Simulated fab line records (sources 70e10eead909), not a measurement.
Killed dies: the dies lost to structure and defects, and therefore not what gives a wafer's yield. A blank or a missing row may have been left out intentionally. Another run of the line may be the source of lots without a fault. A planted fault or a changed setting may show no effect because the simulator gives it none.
Chamber matching	flow nand_harc	3 sister chambers for NHARC_A_STAIRCASE_DEP_325 on pecvd-02
The step deposits SiO2, target thk 3800 nm. 3 wafers are shown with their chamber, then 8 later ones without.

## WAFERS, EACH WITH ITS CHAMBER
wafer	chamber	heater_power_w (W)
L084.6	1	593
L085.4	0	670
L091.1	2	901

## WAFERS WITH NO CHAMBER GIVEN
wafer	heater_power_w (W)
L091.4	658
L091.6	585
L094.1	703
L094.4	589
L094.6	663
L095.1	696
L095.3	808
L095.6	591

## WHICH CHAMBER EACH WENT THROUGH
wafer	from the rows above	in truth
L091.4	can't be placed: 0 or 1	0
L091.6	1	1
L094.1	0	0
L094.4	1	1
L094.6	can't be placed: 0 or 1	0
L095.1	0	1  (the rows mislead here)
L095.3	can't be placed: 2 or 0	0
L095.6	1	1
Placed correctly: 4 of 8. Cannot be placed on the basis of these rows: 3; the candidates contain the true chamber in 3. Wrongly placed: 1.
How it was worked out, from the rows above alone: a wafer's distance from a chamber is the root of the sum, over the readings, of the square of ((its reading less the chamber's mean) divided by the reading's scatter). The wafer belongs to the nearest chamber; if the next one is less than 2 further off, it can't be placed. A chamber's mean is the mean of its shown wafers. The scatter (one wafer shown for each chamber): square how far every hidden wafer sits from the nearest shown wafer, average those squares and take the square root.
